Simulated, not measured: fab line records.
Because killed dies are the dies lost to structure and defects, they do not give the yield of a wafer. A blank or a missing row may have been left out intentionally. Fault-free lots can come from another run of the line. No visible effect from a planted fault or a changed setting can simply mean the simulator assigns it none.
What tool caused it? / flow nand_harc / 12 lots, 36 wafers sampled, at 4 steps of a route of 1302

== WHAT THE GAUGES SHOWED, per wafer ==
NHARC_P_M1_THK_MEAS_24: measures by xrf.
lot=L076; measured=day 7 00:07; on=film_metro-01; thk_nm (nm)=156.8 157.7 157.7
lot=L077; measured=day 7 11:54; on=film_metro-01; thk_nm (nm)=159.8 156.8 158.3
lot=L079; measured=day 8 11:35; on=film_metro-01; thk_nm (nm)=157.5 157.8 157.9
lot=L081; measured=day 9 10:37; on=film_metro-01; thk_nm (nm)=156.9 158.9 156.9
lot=L083; measured=day 10 01:04; on=film_metro-02; thk_nm (nm)=158.6 158.0 158.8
lot=L085; measured=day 10 23:35; on=film_metro-01; thk_nm (nm)=157.9 157.0 156.5
lot=L087; measured=day 11 16:18; on=film_metro-02; thk_nm (nm)=157.1 158.2 156.1
lot=L088; measured=day 12 16:20; on=film_metro-01; thk_nm (nm)=156.3 156.4 155.9
lot=L091; measured=day 13 14:19; on=film_metro-01; thk_nm (nm)=160.5 158.5 157.1
lot=L093; measured=day 14 05:04; on=film_metro-01; thk_nm (nm)=158.4 157.1 158.5
lot=L095; measured=day 14 22:05; on=film_metro-02; thk_nm (nm)=158.1 156.3 157.5
lot=L096; measured=day 16 21:50; on=film_metro-01; thk_nm (nm)=156.6 159.6 159.3

== WHAT TOOL EACH LOT RAN ON (gives the tool, then ch and the chambers of the sampled wafers, and finally the start) ==
lot=L076; NHARC_P_M1_ETCH_28=rie_diel-01 ch 1,3, day 6 22:43 or earlier; NHARC_P_M1_DEGAS_29=pvd_sputter-01, day 6 22:43; NHARC_P_M1_PRE_CLEAN_30=pvd_sputter-01, day 7 00:07 or earlier
lot=L077; NHARC_P_M1_ETCH_28=rie_diel-04 ch 2,3, day 7 10:29 or earlier; NHARC_P_M1_DEGAS_29=pvd_sputter-02, day 7 10:29; NHARC_P_M1_PRE_CLEAN_30=pvd_sputter-02, day 7 11:54 or earlier
lot=L079; NHARC_P_M1_ETCH_28=rie_diel-02 ch 0,2, day 8 09:53 or earlier; NHARC_P_M1_DEGAS_29=pvd_sputter-02, day 8 09:53; NHARC_P_M1_PRE_CLEAN_30=pvd_sputter-02, day 8 11:35 or earlier
lot=L081; NHARC_P_M1_ETCH_28=rie_diel-01 ch 0,2, day 9 09:14 or earlier; NHARC_P_M1_DEGAS_29=pvd_sputter-02, day 9 09:14; NHARC_P_M1_PRE_CLEAN_30=pvd_sputter-02, day 9 10:37 or earlier
lot=L083; NHARC_P_M1_ETCH_28=rie_diel-01 ch 0,1,2, day 9 23:40 or earlier; NHARC_P_M1_DEGAS_29=pvd_sputter-01, day 9 23:40; NHARC_P_M1_PRE_CLEAN_30=pvd_sputter-01, day 10 01:04 or earlier
lot=L085; NHARC_P_M1_ETCH_28=rie_diel-01 ch 1,2, day 10 22:10 or earlier; NHARC_P_M1_DEGAS_29=pvd_sputter-01, day 10 22:10; NHARC_P_M1_PRE_CLEAN_30=pvd_sputter-01, day 10 23:35 or earlier
lot=L087; NHARC_P_M1_ETCH_28=rie_diel-02 ch 1,2,3, day 11 14:52 or earlier; NHARC_P_M1_DEGAS_29=pvd_sputter-01, day 11 14:52; NHARC_P_M1_PRE_CLEAN_30=pvd_sputter-01, day 11 16:18 or earlier
lot=L088; NHARC_P_M1_ETCH_28=rie_diel-04 ch 0,1,3, day 12 14:56 or earlier; NHARC_P_M1_DEGAS_29=pvd_sputter-01, day 12 14:56; NHARC_P_M1_PRE_CLEAN_30=pvd_sputter-01, day 12 16:20 or earlier
lot=L091; NHARC_P_M1_ETCH_28=rie_diel-01 ch 0,2,3, day 13 12:55 or earlier; NHARC_P_M1_DEGAS_29=pvd_sputter-03, day 13 12:55; NHARC_P_M1_PRE_CLEAN_30=pvd_sputter-03, day 13 14:19 or earlier
lot=L093; NHARC_P_M1_ETCH_28=rie_diel-04 ch 1,2, day 14 03:41 or earlier; NHARC_P_M1_DEGAS_29=pvd_sputter-03, day 14 03:41; NHARC_P_M1_PRE_CLEAN_30=pvd_sputter-03, day 14 05:04 or earlier
lot=L095; NHARC_P_M1_ETCH_28=rie_diel-01 ch 0,2,3, day 14 20:42 or earlier; NHARC_P_M1_DEGAS_29=pvd_sputter-01, day 14 20:42; NHARC_P_M1_PRE_CLEAN_30=pvd_sputter-01, day 14 22:05 or earlier
lot=L096; NHARC_P_M1_ETCH_28=rie_diel-02 ch 0,2,3, day 16 20:26 or earlier; NHARC_P_M1_DEGAS_29=pvd_sputter-01, day 16 20:26; NHARC_P_M1_PRE_CLEAN_30=pvd_sputter-01, day 16 21:50 or earlier
- NHARC_P_M1_ETCH_28: etches the open film in CF4/N2, target depth 30 nm, time 72.99 s.
- NHARC_P_M1_DEGAS_29: time 60 s.
- NHARC_P_M1_PRE_CLEAN_30: time 30 s.

== THE ANSWER, worked out from the rows above alone ==
Rule: usual is defined by the lots themselves. The widest of any qualifying gaps counts: lots, ordered by their means at a reading, are off when they make up no more than a third of the lots, leave a main group of 4 or more, and stand apart from it by 3 or more times the standard deviation of that group's means. A main group whose means are all the same, to the digits that the tables above print for the reading, isn't used. Also off: a lot with no number at a reading for which 4 or more lots have one. Where the step has rows for the other lots, those lots are counted as sound.
Nothing can be told from this: no lot is off at any reading shown.

== WHAT WAS PUT IN BY THE SIMULATOR ==
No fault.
